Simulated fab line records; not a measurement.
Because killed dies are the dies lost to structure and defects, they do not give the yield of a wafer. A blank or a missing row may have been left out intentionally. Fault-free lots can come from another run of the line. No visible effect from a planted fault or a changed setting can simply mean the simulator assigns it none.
Matching of chambers :: flow n5Finfet :: aldSin-04 running N5_SPACER0_ALD_00: 4 sister chambers
The step deposits SiOCN, target thk 3.5 nm, pulse time 3 s, purge time 2 s. 24 wafers are shown with their chamber, then 12 later ones without.

WAFERS WITH THEIR CHAMBER
wafer: L074.1
chamber: 1
heaterPowerW (W): 836
precursorPulseHeightRel: 1.020

wafer: L074.2
chamber: 2
heaterPowerW (W): 1028
precursorPulseHeightRel: 1.017

wafer: L074.3
chamber: 3
heaterPowerW (W): 856
precursorPulseHeightRel: 0.996

wafer: L074.4
chamber: 0
heaterPowerW (W): 997
precursorPulseHeightRel: 1.000

wafer: L074.5
chamber: 2
heaterPowerW (W): 1045
precursorPulseHeightRel: 0.983

wafer: L074.6
chamber: 1
heaterPowerW (W): 849
precursorPulseHeightRel: 1.005

wafer: L078.3
chamber: 0
heaterPowerW (W): 995
precursorPulseHeightRel: 1.015

wafer: L078.5
chamber: 1
heaterPowerW (W): 856
precursorPulseHeightRel: 1.013

wafer: L078.6
chamber: 0
heaterPowerW (W): 968
precursorPulseHeightRel: 0.981

wafer: L081.1
chamber: 3
heaterPowerW (W): 839
precursorPulseHeightRel: 1.022

wafer: L081.3
chamber: 1
heaterPowerW (W): 845
precursorPulseHeightRel: 1.023

wafer: L081.5
chamber: 1
heaterPowerW (W): 851
precursorPulseHeightRel: 1.000

wafer: L082.1
chamber: 0
heaterPowerW (W): 963
precursorPulseHeightRel: 1.003

wafer: L082.2
chamber: 3
heaterPowerW (W): 828
precursorPulseHeightRel: 0.989

wafer: L082.3
chamber: 2
heaterPowerW (W): 1020
precursorPulseHeightRel: 0.984

wafer: L082.4
chamber: 1
heaterPowerW (W): 840
precursorPulseHeightRel: 1.056

wafer: L082.5
chamber: 1
heaterPowerW (W): 857
precursorPulseHeightRel: 1.002

wafer: L082.6
chamber: 2
heaterPowerW (W): 1011
precursorPulseHeightRel: 1.002

wafer: L089.1
chamber: 0
heaterPowerW (W): 996
precursorPulseHeightRel: 1.016

wafer: L089.2
chamber: 1
heaterPowerW (W): 855
precursorPulseHeightRel: 0.992

wafer: L089.5
chamber: 3
heaterPowerW (W): 818
precursorPulseHeightRel: 1.000

wafer: L090.3
chamber: 0
heaterPowerW (W): 1014
precursorPulseHeightRel: 1.011

wafer: L090.5
chamber: 2
heaterPowerW (W): 1018
precursorPulseHeightRel: 0.961

wafer: L090.6
chamber: 1
heaterPowerW (W): 858
precursorPulseHeightRel: 0.983

SIGNATURES, as means of the wafers listed above
reading: heaterPowerW
chamber 0: 988.83
chamber 1: 849.67
chamber 2: 1024.40
chamber 3: 835.25
scatter within a chamber: 13.9

reading: precursorPulseHeightRel
chamber 0: 1.00433
chamber 1: 1.01044
chamber 2: 0.98940
chamber 3: 1.00175
scatter within a chamber: 0.0186
Rule: a wafer lies at a distance from a chamber equal to the root of the sum of squares, over the readings, of (its reading less the chamber's mean, divided by the reading's scatter). If the next closest chamber is less than 2 further off than the closest, the wafer can't be placed; otherwise it belongs to the closest. The scatter: take each reading less its chamber's mean, square it, sum over the shown wafers, divide by the number of wafers less the number of chambers, and take the root.

WAFERS WITH NO CHAMBER GIVEN
wafer: L092.2
heaterPowerW (W): 1014
precursorPulseHeightRel: 1.015

wafer: L092.3
heaterPowerW (W): 862
precursorPulseHeightRel: 0.988

wafer: L092.5
heaterPowerW (W): 860
precursorPulseHeightRel: 1.025

wafer: L093.1
heaterPowerW (W): 842
precursorPulseHeightRel: 0.986

wafer: L093.2
heaterPowerW (W): 1017
precursorPulseHeightRel: 1.013

wafer: L093.3
heaterPowerW (W): 1005
precursorPulseHeightRel: 0.959

wafer: L093.4
heaterPowerW (W): 837
precursorPulseHeightRel: 0.990

wafer: L093.5
heaterPowerW (W): 875
precursorPulseHeightRel: 1.000

wafer: L093.6
heaterPowerW (W): 997
precursorPulseHeightRel: 1.000

wafer: L096.3
heaterPowerW (W): 1005
precursorPulseHeightRel: 1.000

wafer: L096.4
heaterPowerW (W): 1001
precursorPulseHeightRel: 0.995

wafer: L096.5
heaterPowerW (W): 979
precursorPulseHeightRel: 0.984

THE CHAMBER EACH PASSED THROUGH
wafer: L092.2
from the rows above: can't be placed: 2 or 0
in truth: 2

wafer: L092.3
from the rows above: can't be placed: 1 or 3
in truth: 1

wafer: L092.5
from the rows above: can't be placed: 1 or 3
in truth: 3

wafer: L093.1
from the rows above: can't be placed: 3 or 1
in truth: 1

wafer: L093.2
from the rows above: can't be placed: 2 or 0
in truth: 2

wafer: L093.3
from the rows above: can't be placed: 2 or 0
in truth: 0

wafer: L093.4
from the rows above: can't be placed: 3 or 1
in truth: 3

wafer: L093.5
from the rows above: can't be placed: 1 or 3
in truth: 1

wafer: L093.6
from the rows above: can't be placed: 0 or 2
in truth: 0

wafer: L096.3
from the rows above: can't be placed: 0 or 2
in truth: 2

wafer: L096.4
from the rows above: can't be placed: 0 or 2
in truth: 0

wafer: L096.5
from the rows above: can't be placed: 0 or 2
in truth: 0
0 of 12 placed correctly. Cannot be placed on the basis of these rows: 12; the candidates contain the true chamber in 12. 0 placed wrongly.
